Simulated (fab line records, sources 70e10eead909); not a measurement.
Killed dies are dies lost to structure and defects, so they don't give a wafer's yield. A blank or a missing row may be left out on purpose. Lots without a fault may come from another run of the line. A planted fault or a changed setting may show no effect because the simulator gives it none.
fab line records | flow nand_harc
record lots=6 wafers=18 last_day=32
route steps=1302 shown A_DECK1_JOINT@537 A_ONON_D2@545 A_CHANNEL_HOLE_D2@570 END@1302
lots that met no fault: from a run of the same line without faults
start_h: hours from the record's first day to the start of the lot's first wafer shown | wait_h: hours since the lot's step before | " the same as in the row above | L1.1+2: a row that stands for several wafers | - no value, or no start given | * or withheld: withheld | < > ~ a bound
route shown NAME@n: a module of which the file shows steps, and the number in the route of the first | usual: mean/standard deviation of fault-free wafers | same: alike in all rows | chamber/n: place in a boat | sites: the reading at each site | _std_site: their standard deviation | _edge_site: outer sites' mean less inner sites' | radius_mm: how far each site lies from the wafer's centre | mask NAME#n: copy n | behind: the tool/chamber that last shaped the wafer | hold: why the lot was held/for how many hours/how that ended | device: the transistor (n, p or np) that didn't switch | end of line: the same wafers' tests at the end of the route | a step without rows: its recipe alone | killed: dies lost to structure and defects at the first sort, not the wafer's yield | map: a wafer's dies, x killed, . not, _ none there
set.NAME: the setting as run; set.NAME@STEP: as run at that earlier step | model.NAME: the simulator's own value behind a step, which no gauge read
lots at some steps of the route; a table a step, a row a wafer
services: from which hour (start_h, from the record's first day; less than 0 if before it) a tool's chamber was out of use, for how many hours, and why
## steps
# step NHARC_A_DECK1_JOINT_ANNEAL_28
# recipe temp_c=500 time_s=1800 idle_temp_c=400 ramp_up_c_per_min=10 densification_p_h2o_torr=640
# step NHARC_A_DECK1_JOINT_ANNEAL_29
# recipe temp_c=750 time_s=1800 idle_temp_c=500 ramp_up_c_per_min=10 ramp_down_c_per_min=3
# step NHARC_A_DECK1_JOINT_CMP_02
# recipe material=SiOx
# usual motor_current_A=11.9/0.93
# columns lot.wafer tool chamber start_h wait_h motor_current_A
L826.2 cmp-04 2 278.82 0.4 12.0
L826.6 " 3 " " 12.1
L826.5 " 0 " " 11.6
L827.3 cmp-04 1 296.66 0.4 9.9
L827.2 " 2 " " 12.6
L827.5 " 1 " " 10.1
L831.3 cmp-02 0 329.16 0.4 12.9
L831.1 " 1 " " 11.6
L831.5 " 1 " " 11.5
L832.2 cmp-02 3 340.19 0.4 10.5
L832.1 " 2 " " 12.6
L832.6 " 0 " " 13.0
L840.2 cmp-03 2 423.21 0.4 12.4
L840.1 " 3 " " 12.3
L840.6 " 2 " " 12.3
L847.2 cmp-02 3 489.26 0.4 10.8
L847.3 " 1 " " 11.7
L847.6 " 3 " " 10.7
# step NHARC_A_DECK1_JOINT_SRD_15
# step NHARC_A_DECK1_JOINT_DEP_16
# recipe target_thk_a=450 temp_c=400 pressure_torr=6.5 rf_w=900 teos_flow_sccm=161.4 flow_sccm=2650 target_thk_nm=45 gas=O2 material=SiO2
# usual heater_power_w=602/110 showerhead_vpp_V=1850/56 throttle_valve_pct=15.8/0.49
# columns lot.wafer tool chamber start_h wait_h heater_power_w showerhead_vpp_V throttle_valve_pct
L826.2 pecvd-03 2 279.16 0.1 499 1828 15.7
L826.5 " 2 " " 500 1777 15.9
L826.6 " 0 " " 647 1800 16.2
L827.3 pecvd-03 0 297.05 0.1 559 1799 16.2
L827.2 " 1 " " 526 1899 16.2
L827.5 " 2 " " 510 1811 16.1
L831.3 pecvd-02 0 329.55 0.1 753 1810 16.4
L831.1 " 1 " " 619 1940 15.5
L831.5 " 0 " " 751 1828 16.3
L832.2 pecvd-04 2 340.58 0.1 808 1922 15.9
L832.1 " 1 " " 590 1864 16.1
L832.6 " 1 " " 594 1858 16.1
L840.2 pecvd-03 0 423.60 0.1 689 1812 15.9
L840.1 " 1 " " 532 1872 16.1
L840.6 " 1 " " 539 1897 15.8
L847.2 pecvd-04 0 489.62 0.1 499 1869 15.0
L847.3 " 2 " " 764 1902 15.6
L847.6 " 1 " " 570 1872 16.1
# step NHARC_A_DECK1_JOINT_THK_MEAS_17
# recipe thk_meas_gauge=ellipsometry
# usual thk_nm=44.7/1.2
# columns lot.wafer tool chamber start_h wait_h thk_nm
L826.2 film_metro-02 - 279.41 0.2 42.9
L826.5 " - " " 44.9
L826.6 " - " " 45.2
L827.2 film_metro-01 - 297.33 0.2 45.2
L827.3 " - " " 44.1
L827.5 " - " " 45.6
L831.1 film_metro-02 - 329.83 0.2 45.4
L831.3 " - " " 44.2
L831.5 " - " " 45.0
L832.1 film_metro-02 - 340.86 0.2 43.8
L832.2 " - " " 44.2
L832.6 " - " " 45.6
L840.1 film_metro-02 - 423.88 0.2 44.5
L840.2 " - " " 44.8
L840.6 " - " " 44.7
L847.2 film_metro-02 - 489.90 0.3 46.7
L847.3 " - " " 43.8
L847.6 " - " " 46.2
# step NHARC_A_DECK1_JOINT_INSPECT_05
# usual raw_defect_count=299/100
# columns lot.wafer tool chamber start_h wait_h raw_defect_count
L826.2 defect_inspect-01 - 279.45 0.0 351
L826.5 " - " " 480
L826.6 " - " " 199
L827.2 defect_inspect-02 - 297.37 0.0 255
L827.3 " - " " 221
L827.5 " - " " 340
L831.1 defect_inspect-02 - 329.87 0.0 323
L831.3 " - " " 273
L831.5 " - " " 335
L832.1 defect_inspect-01 - 340.90 0.0 319
L832.2 " - " " 200
L832.6 " - " " 167
L840.1 defect_inspect-01 - 423.91 0.0 233
L840.2 " - " " 176
L840.6 " - " " 211
L847.2 defect_inspect-02 - 489.94 0.0 191
L847.3 " - " " 513
L847.6 " - " " 219
# step NHARC_A_ONON_D2_DEP_00
# recipe target_thk_a=10000 n2_flow_sccm=2750 n2o_flow_sccm=2000 nh3_flow_sccm=500 sih4_flow_sccm=210 temp_c=400
# step NHARC_A_ONON_D2_THK_MEAS_02
# recipe thk_meas_gauge=ellipsometry
# usual thk_nm=997/9.7
# columns lot.wafer tool chamber start_h wait_h thk_nm
L826.2 film_metro-02 - 280.03 - 1007
L826.5 " - " " 1007
L826.6 " - " " 1007
L827.2 film_metro-01 - 297.94 - 982
L827.3 " - " " 981
L827.5 " - " " 982
L831.1 film_metro-01 - 330.44 - 1004
L831.3 " - " " 1005
L831.5 " - " " 1005
L832.1 film_metro-01 - 341.48 - 997
L832.2 " - " " 995
L832.6 " - " " 996
L840.1 film_metro-01 - 424.49 - 992
L840.2 " - " " 991
L840.6 " - " " 991
L847.2 film_metro-01 - 490.52 - 992
L847.3 " - " " 992
L847.6 " - " " 991
# step NHARC_A_ONON_D2_DEP_03
# recipe target_thk_a=10000 n2_flow_sccm=2750 n2o_flow_sccm=2000 nh3_flow_sccm=500 sih4_flow_sccm=210 temp_c=400
# step NHARC_A_ONON_D2_THK_MEAS_05
# recipe thk_meas_gauge=ellipsometry
# usual thk_nm=1001/12
# columns lot.wafer tool chamber start_h wait_h thk_nm
L826.2 film_metro-02 - 280.60 - 987
L826.5 " - " " 985
L826.6 " - " " 988
L827.2 film_metro-02 - 298.53 - 992
L827.3 " - " " 993
L827.5 " - " " 994
L831.1 film_metro-01 - 331.01 - 1010
L831.3 " - " " 1012
L831.5 " - " " 1011
L832.1 film_metro-01 - 342.04 - 984
L832.2 " - " " 983
L832.6 " - " " 984
L840.1 film_metro-01 - 425.06 - 1001
L840.2 " - " " 999
L840.6 " - " " 1000
L847.2 film_metro-02 - 491.08 - 992
L847.3 " - " " 990
L847.6 " - " " 992
# step NHARC_A_ONON_D2_DEP_06
# recipe target_thk_a=10000 n2_flow_sccm=2750 n2o_flow_sccm=2000 nh3_flow_sccm=500 sih4_flow_sccm=210 temp_c=400
# columns lot.wafer tool chamber start_h wait_h
L826.2+5+6 pecvd_onon-04 0 280.71 0.1
L827.2+3+5 pecvd_onon-01 0 298.64 0.1
L831.1+3+5 pecvd_onon-01 0 331.07 0.1
L832.1+2+6 pecvd_onon-01 0 342.10 0.1
L840.1+2+6 pecvd_onon-02 0 425.11 0.1
L847.2+3+6 pecvd_onon-04 0 491.19 0.1
# step NHARC_A_ONON_D2_THK_MEAS_08
# recipe thk_meas_gauge=ellipsometry
# usual thk_nm=1002/9.6
# columns lot.wafer tool chamber start_h wait_h thk_nm
L826.2 film_metro-01 - 281.16 - 984
L826.5 " - " " 983
L826.6 " - " " 980
L827.2 film_metro-01 - 299.10 - 1013
L827.3 " - " " 1014
L827.5 " - " " 1014
L831.1 film_metro-02 - 331.59 - 1008
L831.3 " - " " 1008
L831.5 " - " " 1008
L832.1 film_metro-02 - 342.60 - 995
L832.2 " - " " 993
L832.6 " - " " 993
L840.1 film_metro-02 - 425.62 - 1009
L840.2 " - " " 1008
L840.6 " - " " 1008
L847.2 film_metro-02 - 491.65 - 1006
L847.3 " - " " 1006
L847.6 " - " " 1005
# step NHARC_A_ONON_D2_DEP_09
# recipe target_thk_a=10000 n2_flow_sccm=2750 n2o_flow_sccm=2000 nh3_flow_sccm=500 sih4_flow_sccm=210 temp_c=400
# step NHARC_A_ONON_D2_THK_MEAS_11
# recipe thk_meas_gauge=ellipsometry
# usual thk_nm=998/11
# columns lot.wafer tool chamber start_h wait_h thk_nm
L826.2 film_metro-01 - 281.73 - 1006
L826.5 " - " " 1006
L826.6 " - " " 1007
L827.2 film_metro-02 - 299.66 - 980
L827.3 " - " " 979
L827.5 " - " " 980
L831.1 film_metro-01 - 332.15 - 1012
L831.3 " - " " 1010
L831.5 " - " " 1010
L832.1 film_metro-02 - 343.17 - 984
L832.2 " - " " 983
L832.6 " - " " 984
L840.1 film_metro-01 - 426.19 - 1006
L840.2 " - " " 1006
L840.6 " - " " 1006
L847.2 film_metro-02 - 492.21 - 986
L847.3 " - " " 986
L847.6 " - " " 985
# step NHARC_A_ONON_D2_DEP_12
# recipe target_thk_a=10000 n2_flow_sccm=2750 n2o_flow_sccm=2000 nh3_flow_sccm=500 sih4_flow_sccm=210 temp_c=400
# step NHARC_A_ONON_D2_THK_MEAS_14
# recipe thk_meas_gauge=ellipsometry
# usual thk_nm=1001/11
# columns lot.wafer tool chamber start_h wait_h thk_nm
L826.2 film_metro-01 - 282.30 - 989
L826.5 " - " " 990
L826.6 " - " " 991
L827.2 film_metro-01 - 300.23 - 1012
L827.3 " - " " 1013
L827.5 " - " " 1013
L831.1 film_metro-01 - 332.72 - 982
L831.3 " - " " 980
L831.5 " - " " 981
L832.1 film_metro-01 - 343.73 - 1008
L832.2 " - " " 1010
L832.6 " - " " 1009
L840.1 film_metro-02 - 426.76 - 991
L840.2 " - " " 993
L840.6 " - " " 991
L847.2 film_metro-01 - 492.77 - 1013
L847.3 " - " " 1011
L847.6 " - " " 1013
# step NHARC_A_ONON_D2_ANNEAL_15
# recipe temp_c=750 time_s=3600
# step NHARC_A_ONON_D2_DEP_16
# recipe target_thk_a=10000 n2_flow_sccm=2750 n2o_flow_sccm=2000 nh3_flow_sccm=500 sih4_flow_sccm=210 temp_c=400
# step NHARC_A_ONON_D2_THK_MEAS_18
# recipe thk_meas_gauge=ellipsometry
# usual thk_nm=1001/12
# columns lot.wafer tool chamber start_h wait_h thk_nm
L826.2 film_metro-01 - 289.69 - 1020
L826.5 " - " " 1019
L826.6 " - " " 1019
L827.2 film_metro-01 - 311.62 - 994
L827.3 " - " " 993
L827.5 " - " " 993
L831.1 film_metro-02 - 340.37 - 997
L831.3 " - " " 997
L831.5 " - " " 999
L832.1 film_metro-02 - 353.22 - 984
L832.2 " - " " 983
L832.6 " - " " 984
L840.1 film_metro-02 - 434.14 - 989
L840.2 " - " " 990
L840.6 " - " " 991
L847.2 film_metro-01 - 500.73 - 999
L847.3 " - " " 999
L847.6 " - " " 997
# step NHARC_A_ONON_D2_DEP_19
# recipe target_thk_a=10000 n2_flow_sccm=2750 n2o_flow_sccm=2000 nh3_flow_sccm=500 sih4_flow_sccm=210 temp_c=400
# step NHARC_A_ONON_D2_THK_MEAS_21
# recipe thk_meas_gauge=ellipsometry
# usual thk_nm=1000/10
# columns lot.wafer tool chamber start_h wait_h thk_nm
L826.2 film_metro-01 - 290.26 - 1005
L826.5 " - " " 1008
L826.6 " - " " 1007
L827.2 film_metro-02 - 312.38 - 983
L827.3 " - " " 985
L827.5 " - " " 983
L831.1 film_metro-01 - 340.94 - 992
L831.3 " - " " 993
L831.5 " - " " 992
L832.1 film_metro-01 - 353.79 - 991
L832.2 " - " " 994
L832.6 " - " " 993
L840.1 film_metro-02 - 434.71 - 995
L840.2 " - " " 995
L840.6 " - " " 994
L847.2 film_metro-01 - 501.39 - 995
L847.3 " - " " 994
L847.6 " - " " 995
# step NHARC_A_ONON_D2_DEP_22
# recipe target_thk_a=10000 n2_flow_sccm=2750 n2o_flow_sccm=2000 nh3_flow_sccm=500 sih4_flow_sccm=210 temp_c=400
# step NHARC_A_ONON_D2_THK_MEAS_24
# recipe thk_meas_gauge=ellipsometry
# usual thk_nm=1001/8
# columns lot.wafer tool chamber start_h wait_h thk_nm
L826.2 film_metro-01 - 290.83 - 1012
L826.5 " - " " 1012
L826.6 " - " " 1014
L827.2 film_metro-01 - 313.08 - 1003
L827.3 " - " " 1005
L827.5 " - " " 1006
L831.1 film_metro-01 - 341.51 - 1007
L831.3 " - " " 1006
L831.5 " - " " 1008
L832.1 film_metro-02 - 354.36 - 1011
L832.2 " - " " 1009
L832.6 " - " " 1010
L840.1 film_metro-02 - 435.29 - 1007
L840.2 " - " " 1008
L840.6 " - " " 1007
L847.2 film_metro-01 - 502.09 - 994
L847.3 " - " " 994
L847.6 " - " " 992
# step NHARC_A_ONON_D2_DEP_25
# recipe target_thk_a=10000 n2_flow_sccm=2750 n2o_flow_sccm=2000 nh3_flow_sccm=500 sih4_flow_sccm=210 temp_c=400
# step NHARC_A_ONON_D2_THK_MEAS_27
# recipe thk_meas_gauge=ellipsometry
# usual thk_nm=1000/10
# columns lot.wafer tool chamber start_h wait_h thk_nm
L826.2 film_metro-02 - 291.40 - 1001
L826.5 " - " " 1002
L826.6 " - " " 1001
L827.2 film_metro-01 - 313.65 - 1001
L827.3 " - " " 1001
L827.5 " - " " 1002
L831.1 film_metro-02 - 342.08 - 993
L831.3 " - " " 992
L831.5 " - " " 992
L832.1 film_metro-01 - 354.93 - 990
L832.2 " - " " 989
L832.6 " - " " 989
L840.1 film_metro-01 - 435.85 - 1002
L840.2 " - " " 1003
L840.6 " - " " 1002
L847.2 film_metro-01 - 502.66 - 1002
L847.3 " - " " 1003
L847.6 " - " " 1004
# step NHARC_A_ONON_D2_DEP_28
# recipe target_thk_a=10000 n2_flow_sccm=2750 n2o_flow_sccm=2000 nh3_flow_sccm=500 sih4_flow_sccm=210 temp_c=400
# step NHARC_A_ONON_D2_THK_MEAS_30
# recipe thk_meas_gauge=ellipsometry
# usual thk_nm=1004/7.4
# columns lot.wafer tool chamber start_h wait_h thk_nm
L826.2 film_metro-01 - 291.96 - 1010
L826.5 " - " " 1008
L826.6 " - " " 1009
L827.2 film_metro-01 - 314.22 - 1005
L827.3 " - " " 1005
L827.5 " - " " 1007
L831.1 film_metro-01 - 342.65 - 994
L831.3 " - " " 993
L831.5 " - " " 994
L832.1 film_metro-02 - 355.49 - 993
L832.2 " - " " 993
L832.6 " - " " 994
L840.1 film_metro-02 - 436.42 - 1010
L840.2 " - " " 1011
L840.6 " - " " 1012
L847.2 film_metro-01 - 503.22 - 990
L847.3 " - " " 992
L847.6 " - " " 991
# step NHARC_A_ONON_D2_DEP_33
# recipe target_thk_a=2000 temp_c=400 pressure_torr=6.5 rf_w=900 teos_flow_sccm=161.4 flow_sccm=2650 target_thk_nm=200 gas=O2 material=SiO2
# usual heater_power_w=601/120 showerhead_vpp_V=1859/55 throttle_valve_pct=15.7/0.56
# columns lot.wafer tool chamber start_h wait_h heater_power_w showerhead_vpp_V throttle_valve_pct
L826.2 pecvd-03 0 292.07 0.1 653 1793 15.9
L826.5 " 2 " " 443 1841 15.9
L826.6 " 1 " " 488 1897 16.0
L827.3 pecvd-04 2 314.27 0.1 805 1877 15.7
L827.2 " 0 " " 460 1899 14.6
L827.5 " 1 " " 591 1869 16.1
L831.3 pecvd-01 1 342.70 0.1 692 1814 16.6
L831.1 " 2 " " 451 1971 15.2
L831.5 " 1 " " 697 1801 16.5
L832.2 pecvd-04 1 355.60 0.1 577 1848 16.5
L832.1 " 2 " " 873 1878 15.7
L832.6 " 2 " " 698 1893 16.0
L840.1 pecvd-04 0 436.48 0.1 575 1863 15.0
L840.2 " 1 " " 611 1848 16.2
L840.6 " 1 " " 625 1849 16.3
L847.2 pecvd-03 1 503.28 0.1 506 1886 16.1
L847.3 " 1 " " 513 1887 16.0
L847.6 " 0 " " 639 1811 16.2
# step NHARC_A_ONON_D2_THK_MEAS_34
# recipe thk_meas_gauge=ellipsometry
# usual thk_nm=200.0/2.9
# columns lot.wafer tool chamber start_h wait_h thk_nm
L826.2 film_metro-02 - 292.44 - 191.9
L826.5 " - " " 196.6
L826.6 " - " " 201.8
L827.2 film_metro-02 - 314.69 - 199.4
L827.3 " - " " 197.9
L827.5 " - " " 202.7
L831.1 film_metro-01 - 343.12 - 198.1
L831.3 " - " " 196.2
L831.5 " - " " 203.1
L832.1 film_metro-01 - 355.97 - 198.1
L832.2 " - " " 198.9
L832.6 " - " " 200.2
L840.1 film_metro-02 - 436.89 - 199.5
L840.2 " - " " 197.2
L840.6 " - " " 202.6
L847.2 film_metro-01 - 503.84 0.5 197.5
L847.3 " - " " 199.2
L847.6 " - " " 198.7
# step NHARC_A_CHANNEL_HOLE_D2_DEP_00
# recipe target_thk_a=31000 temp_c=400 material=aC
# usual throttle_valve_pct=35.000/0.0087
# columns lot.wafer tool chamber start_h wait_h throttle_valve_pct
L826.2 acl_dep-01 0 295.96 3.5 35.004
L826.5 " 0 " " 34.998
L826.6 " 0 " " 34.992
L827.2 acl_dep-03 0 319.29 4.5 35.008
L827.3 " 0 " " 35.005
L827.5 " 0 " " 35.008
L831.1 acl_dep-03 0 347.06 3.9 35.011
L831.3 " 0 " " 35.003
L831.5 " 0 " " 34.996
L832.1 acl_dep-02 0 356.10 0.1 35.013
L832.2 " 0 " " 34.994
L832.6 " 0 357.67 1.6 34.992
L840.1 acl_dep-03 0 440.68 3.7 35.004
L840.2 " 0 " " 35.020
L840.6 " 0 442.23 5.3 34.993
L847.2 acl_dep-03 0 504.62 0.7 35.004
L847.3 " 0 " " 35.005
L847.6 " 0 " " 35.007
# step NHARC_A_CHANNEL_HOLE_D2_DEP_01
# recipe target_thk_a=1400 target_thk_nm=140 temp_c=400 pressure_torr=3.5 flow_sccm=200 rf_w=350 material=SiON
# usual heater_power_w=816/130 showerhead_vpp_V=1160/39
# columns lot.wafer tool chamber start_h wait_h heater_power_w showerhead_vpp_V
L826.2 pecvd-04 2 297.60 1.3 1059 1181
L826.5 " 1 " " 737 1163
L826.6 " 2 " " 895 1178
L827.3 pecvd-02 2 320.94 1.0 739 1095
L827.2 " 0 " " 952 1118
L827.5 " 0 " " 1015 1133
L831.1 pecvd-02 1 349.02 1.6 751 1201
L831.3 " 2 " " 742 1086
L831.5 " 0 " " 956 1146
L832.2 pecvd-04 2 358.04 1.3 1010 1174
L832.1 " 0 " " 720 1169
L832.6 " 2 " " 1034 1177
L840.2 pecvd-02 2 442.57 1.3 823 1084
L840.1 " 1 " " 774 1192
L840.6 " 2 " " 837 1087
L847.3 pecvd-04 0 506.24 1.0 600 1157
L847.2 " 1 " " 664 1155
L847.6 " 2 " " 966 1186
# step NHARC_A_CHANNEL_HOLE_D2_DEHYDRATE_02
# recipe temp_c=150 time_s=120
# step NHARC_A_CHANNEL_HOLE_D2_HMDS_03
# recipe time_s=30
# step NHARC_A_CHANNEL_HOLE_D2_COAT_36
# recipe temp_c=260 time_s=75
# step NHARC_A_CHANNEL_HOLE_D2_COAT_37
# recipe temp_c=225 time_s=65
# step NHARC_A_CHANNEL_HOLE_D2_COAT_04
# recipe spin_rpm=1500 resist_thk_nm=90
# step NHARC_A_CHANNEL_HOLE_D2_SOFTBAKE_05
# recipe temp_c=105 time_s=55
# step NHARC_A_CHANNEL_HOLE_D2_EBR_06
# step NHARC_END_SORT_01
# recipe temp_c=25
# usual killed_at_array=56/19 killed_at_other=1.0/1.3 killed_at_periphery=3.8/2.2 killed_dies=61/19 killed_open=3.1/1.9 killed_short=2.3/1.5
# same gross_dies=677
# columns lot.wafer tool chamber start_h wait_h killed_at_array killed_at_other killed_at_periphery killed_dies killed_open killed_short
L831.1 prober-01 0 623.39 2.5 166 1 5 172 2 3
L831.3 prober-01 0 625.00 3.1 181 1 0 182 2 2
L831.5 prober-01 0 626.62 3.7 170 0 2 172 3 1
L832.1 prober-02 0 632.81 2.6 171 0 4 175 4 1
L832.2 prober-02 0 633.61 2.8 181 1 1 183 2 0
L832.6 prober-02 0 636.81 4.0 185 0 3 188 3 2
# killed by level:class
L831.1 A_ONON_D2:unspecified=108 A_CHANNEL_HOLE_D1:chamber_film_flake=20 A_CHANNEL_HOLE_D2:chamber_film_flake=17 A_CONTACT:chamber_film_flake=11 P_ZERO_WELL:chamber_film_flake=2 P_STI:chamber_film_flake=2 A_CHANNEL_FILL_D1:chamber_film_flake=2 P_M1:geometric_particle:open=1
L831.3 A_ONON_D2:unspecified=114 A_CHANNEL_HOLE_D2:chamber_film_flake=28 A_CHANNEL_HOLE_D1:chamber_film_flake=25 A_CONTACT:chamber_film_flake=5 A_STAIRCASE:chamber_film_flake=2 A_CHANNEL_FILL_D1:geometric_particle:open=1 A_DECK1_JOINT:geometric_particle:open=1 A_ONON_D2:geometric_particle:short=1
L831.5 A_ONON_D2:unspecified=108 A_CHANNEL_HOLE_D2:chamber_film_flake=25 A_CHANNEL_HOLE_D1:chamber_film_flake=16 A_CONTACT:chamber_film_flake=9 A_WL_FILL:chamber_film_flake=3 A_ONON_D1:geometric_particle:open=1 A_CHANNEL_FILL_D2:geometric_particle:open=1 A_STAIRCASE:geometric_particle:open=1
L832.1 A_ONON_D2:unspecified=108 A_CHANNEL_HOLE_D2:chamber_film_flake=24 A_SLIT:chamber_film_flake=18 A_CHANNEL_HOLE_D1:chamber_film_flake=11 A_CONTACT:chamber_film_flake=4 P_STI:chamber_film_flake=2 P_M0:chamber_film_flake=2 A_CHANNEL_FILL_D1:geometric_particle:open=1
L832.2 A_ONON_D2:unspecified=108 A_SLIT:chamber_film_flake=31 A_CHANNEL_HOLE_D2:chamber_film_flake=27 A_STAIRCASE:chamber_film_flake=3 A_CONTACT:chamber_film_flake=3 A_CHANNEL_HOLE_D1:chamber_film_flake=2 A_CHANNEL_FILL_D2:chamber_film_flake=2 A_WL_FILL:chamber_film_flake=2
L832.6 A_ONON_D2:unspecified=104 A_CHANNEL_HOLE_D2:chamber_film_flake=35 A_SLIT:chamber_film_flake=29 P_M0:chamber_film_flake=3 A_CHANNEL_HOLE_D1:chamber_film_flake=3 A_CHANNEL_FILL_D1:chamber_film_flake=2 A_WL_FILL:chamber_film_flake=2 A_SOURCE_PLATE:geometric_particle:open=1
# map L831.3 (x killed, . not)
____________.____________
_________......._________
_______..........._______
______......x......______
_____..............._____
____.................____
____...x.............____
___.........xx........___
___...................___
__....x................__
__.........x........x..__
_.....................x._
_.....x...........x..xxx_
_...................x..x_
_..........x...x.....xx._
_..............x....xxx._
........x..xx.x.xx..xxxxx
........xxxxx..xxx..xx.xx
........xxxx.x.xxx..x.xx.
.......xxxxxxx.xxxxxx.xx.
..x...xxxxxxxxxxxx.....x.
_.....xxxxxxxxxxx......x_
_....xxxxxxxxxx.x......._
_....xxxxxxxxxxxxx......_
_.....xxxxxxxxx.xx......_
_.....xxxxxxxxxx........_
__....xxxxxxxxx.x......__
__....xxxxxxxxx........__
___....xxxxxxx........___
___...x.xxxxxxx.......___
____....xx.x.........____
____........x........____
_____.............x._____
______.............______
_______..........._______
_________......._________
____________.____________
# map L832.6 (x killed, . not)
____________x____________
_________xxx.xx._________
_______..xxxxxx..._______
______.x..xxx.x....______
_____....xxxx......._____
____....xxx...x......____
____.....xxx.........____
___....x...x..........___
___...................___
__.....................__
__.....................__
_...x..........x...x...x_
_......xx............xx._
_.......x..........xxx.x_
_....x......x......xxxxx_
_.x.................xx.x_
...................xxxxxx
......x.xxxxx......xx.xxx
........xxxx.........x.xx
.......xxxxxxxx....xxx...
......xxxxxxxx......x...x
_......xxxxxxxx.x.x..x.x_
_....xxxxxxxxxx........._
_.....xxxxxxxxxxx......._
_.....xxxxxxxxx.x......._
_.....xxxxxxxxx........._
__....xxxxxxxxx........__
__......xxxxxxx..x.....__
___....xxxxxxx........___
___......xxxxx........___
____..xx.xxxx...x....____
____.................____
_____..............._____
______.............______
_______.......x..._______
_________......._________
____________.____________
## services
# columns tool chamber start_h hours kind
pecvd_onon-01 - 269.08 13.0 pm
pecvd-04 - 269.13 13.0 pm
cmp-04 - 273.58 1.6 repair
cmp-04 - 281.35 8.2 repair
cmp-04 - 297.87 0.6 repair
acl_dep-03 - 302.86 13.0 pm
cmp-02 - 318.06 2.7 repair
pecvd-04 1 324.70 4.3 repair
cmp-02 - 330.63 4.0 pm
pecvd-03 - 366.00 13.0 pm
cmp-02 - 368.37 0.6 repair
pecvd-02 1 373.79 25.4 repair
pecvd-02 - 408.25 13.0 pm
pecvd-04 - 415.79 1.6 repair
cmp-02 - 424.27 2.7 repair
pecvd-04 - 427.96 0.3 repair
cmp-02 - 428.63 4.0 pm
pecvd-02 0 440.25 12.8 repair
pecvd_onon-01 - 450.08 13.0 pm
pecvd-04 - 450.40 13.0 pm
cmp-02 - 451.87 6.1 repair
pecvd-03 2 483.37 145.3 repair
acl_dep-03 - 487.13 13.0 pm
pecvd-02 2 503.27 5.1 repair
## key
first_sign step=NHARC_END_SORT_01 reading=killed_at_array direction=up sigmas=6.4 usual=56 struck=176
effect step=NHARC_END_SORT_01 reading=killed_dies direction=up sigmas=6.2 usual=61 struck=179
more_kills_born_at NHARC_A_ONON_D2_DEP_06@pecvd_onon-01=650
met_at NHARC_A_ONON_D2_DEP_06
struck_wafers L831.1,L831.3,L831.5,L832.1,L832.2,L832.6
tester_left_out L831,L832
onset_between 298.64 331.07
fault kind=chamber_particle_source tool=pecvd_onon-01 chamber=- onset_h=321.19 steps=NHARC_A_ONON_D2_DEP_06 rate_per_visit_cm2=1.9518 end_h=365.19
# tester_left_out: of these lots the tester's yield and bins aren't shown, on N5 and GAA mostly nor the transistor test; their killed dies are dies lost to structure and defects alone, not to doping, threshold or leakage, so they don't give the yield
